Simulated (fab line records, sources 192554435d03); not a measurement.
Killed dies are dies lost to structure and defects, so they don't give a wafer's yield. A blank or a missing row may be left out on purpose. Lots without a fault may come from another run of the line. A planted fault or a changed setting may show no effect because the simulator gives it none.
Split-lot experiment | flow n5_finfet | 7 lots, 21 wafers read, on a route of 1938 steps

THE SPLIT
At N5_BEOL_M5_EXPOSE_08 (exposes mask M5, target cd 28 nm), the setting dose_mj was moved away from the recipe's 35.75 on 6 of the 21 wafers read, by -6.0% to +4.3%. The other wafers ran this setting at the recipe's value.

FROM THE SPLIT TO THE READING: what the file shows between them, 2 steps
- N5_BEOL_M5_PEB_09: peb time 60 s
- N5_BEOL_M5_DEVELOP_10: develop time 30 s

THE READING
cd_nm, in nm, at N5_BEOL_M5_CD_MEAS_11 (target cd 27.74 nm). Fault-free wafers of this fab line usually give 27.92 nm, standard deviation 0.26 nm.

wafer  | tool, chamber at the split | dose_mj as run | against the recipe | cd_nm, nm | against lot-mates on the recipe
L074.2 | euv_scanner-01, 0          | 35.75          | recipe             | 27.79     | -
L074.5 | euv_scanner-01, 0          | 35.75          | recipe             | 28.18     | -
L074.6 | euv_scanner-01, 0          | 35.75          | recipe             | 27.73     | -
L079.1 | euv_scanner-01, 0          | 34.36          | -3.9%              | 27.43     | -0.44
L079.2 | euv_scanner-01, 0          | 35.75          | recipe             | 27.83     | -
L079.6 | euv_scanner-01, 0          | 35.75          | recipe             | 27.91     | -
L080.1 | euv_scanner-01, 0          | 34.06          | -4.7%              | 26.25     | -1.85
L080.4 | euv_scanner-01, 0          | 34.06          | -4.7%              | 26.90     | -1.20
L080.5 | euv_scanner-01, 0          | 35.75          | recipe             | 28.10     | -
L084.1 | euv_scanner-02, 0          | 35.75          | recipe             | 27.60     | -
L084.3 | euv_scanner-02, 0          | 33.6           | -6.0%              | 26.36     | -1.24
L084.6 | euv_scanner-02, 0          | 33.6           | -6.0%              | 26.44     | -1.16
L087.4 | euv_scanner-02, 0          | 35.75          | recipe             | 27.79     | -
L087.5 | euv_scanner-02, 0          | 35.75          | recipe             | 27.86     | -
L087.6 | euv_scanner-02, 0          | 35.75          | recipe             | 27.91     | -
L088.2 | euv_scanner-02, 0          | 35.75          | recipe             | 27.98     | -
L088.4 | euv_scanner-02, 0          | 35.75          | recipe             | 28.04     | -
L088.5 | euv_scanner-02, 0          | 35.75          | recipe             | 27.81     | -
L091.1 | euv_scanner-02, 0          | 35.75          | recipe             | 27.99     | -
L091.2 | euv_scanner-02, 0          | 35.75          | recipe             | 28.00     | -
L091.4 | euv_scanner-02, 0          | 37.27          | +4.3%              | 28.61     | +0.62

THE FIT
A straight line over all 21 wafers: cd_nm changes by +0.233 nm for each +1% of dose_mj; r = +0.94; the points scatter about the line by 0.22 nm.
The same after taking each lot's own level away (the mean of its wafers on the recipe; 21 wafers): +0.216 nm for each +1%; r = +0.92; scatter 0.24 nm.
On that fit, the largest move of dose_mj shifts the reading by 1.3 nm.
The lots' own levels span 27.600 to 28.100 nm, that is 1.9 times the standard deviation above.
So the lot-to-lot level changes the slope little: the two slopes agree.
Check: with one of the wafers moved furthest among these (-6.0%) left out of the fit, the line predicts -1.36 nm for it against its lot-mates. It came out at -1.24 nm against them.

OTHER SPLITS ON THESE WAFERS
These wafers also went through other splits before the reading. Each is held against what the fit with the lots' levels taken away leaves over:
other split on the same wafers | wafers away from the commonest value | r with cd_nm (lot level and that fit taken away)
N5_BEOL_M4_DESCUM_16 time_s    | 9                                    | +0.35
N5_BEOL_M4_ETCH_64 bias_w      | 6                                    | +0.09

THE WHOLE CHAIN: every reading that the file lists as answering this split, in the file's order
step                  | what it does                                                      | reading                                                        | change (the file's fit)               | r (the file's)
N5_BEOL_M5_CD_MEAS_11 | target cd 27.74 nm                                                | cd_nm                                                          | +0.204 nm for each +1% of the setting | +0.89
N5_BEOL_M5_DESCUM_16  | chemistry O2, time 7 s                                            | BEOL_M5.cd_nm (the simulator's own value, which no gauge read) | +0.217 nm for each +1% of the setting | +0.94
N5_BEOL_M5_ETCH_72    | etches underlayer in N2/H2, target depth 6.5 nm, time 5.2 s       | BEOL_M5.cd_nm (the simulator's own value, which no gauge read) | +0.228 nm for each +1% of the setting | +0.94
N5_BEOL_M5_HM_OPEN_17 | chemistry Cl2/BCl3, target TiN, target depth 20 nm, overetch 6 nm | BEOL_M5.cd_nm (the simulator's own value, which no gauge read) | +0.239 nm for each +1% of the setting | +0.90

THE FILE'S OWN FIT
cd_nm changes by +0.204 nm for each +1% of dose_mj, r = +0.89.
